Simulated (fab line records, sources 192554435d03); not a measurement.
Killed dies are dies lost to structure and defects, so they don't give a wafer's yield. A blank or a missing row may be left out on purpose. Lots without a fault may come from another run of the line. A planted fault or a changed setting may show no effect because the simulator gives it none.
Chamber matching | flow n5_finfet | N5_BEOL_M1_ALD_84 on ald_metal-01: 4 sister chambers
The step deposits TaN, pulse time 2 s, purge time 3 s, co reactant purge time 2 s. 18 wafers are shown with their chamber, then 9 later ones without.

WAFERS WITH THEIR CHAMBER
wafer  | chamber | heater_power_w (W)
L074.1 | 3       | 468
L074.3 | 2       | 414
L074.5 | 2       | 414
L084.1 | 3       | 463
L084.2 | 2       | 424
L084.4 | 1       | 384
L088.2 | 0       | 363
L088.3 | 2       | 416
L088.5 | 3       | 475
L094.3 | 2       | 414
L094.4 | 1       | 388
L094.5 | 2       | 410
L090.1 | 1       | 392
L090.3 | 3       | 470
L090.6 | 2       | 416
L091.1 | 3       | 467
L091.2 | 0       | 370
L091.3 | 1       | 386

SIGNATURES (means of the wafers above)
reading        | chamber 0 | chamber 1 | chamber 2 | chamber 3 | scatter within a chamber
heater_power_w | 366.50    | 387.50    | 415.43    | 468.60    | 4.2
Rule: a wafer's distance from a chamber is the root of the sum, over the readings, of the square of ((its reading less the chamber's mean) divided by the reading's scatter). The wafer belongs to the nearest chamber; if the next one is less than 2 further off, it can't be placed. The scatter: the root of (the sum of the squares of (reading less its chamber's mean) over the shown wafers, divided by (wafers less chambers)).

WAFERS WITHOUT THEIR CHAMBER
wafer  | heater_power_w (W)
L087.1 | 371
L087.2 | 475
L087.3 | 416
L093.2 | 472
L093.3 | 405
L093.6 | 466
L096.1 | 361
L096.4 | 414
L096.5 | 468

WHICH CHAMBER EACH WENT THROUGH
wafer  | from the rows above     | in truth
L087.1 | 0                       | 0
L087.2 | 3                       | 3
L087.3 | 2                       | 2
L093.2 | 3                       | 3
L093.3 | can't be placed: 2 or 1 | 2
L093.6 | 3                       | 3
L096.1 | 0                       | 0
L096.4 | 2                       | 2
L096.5 | 3                       | 3
Placed correctly: 8 of 9. Can't be placed from these rows: 1 (the true chamber is among the candidates in 1). Placed wrongly: 0.
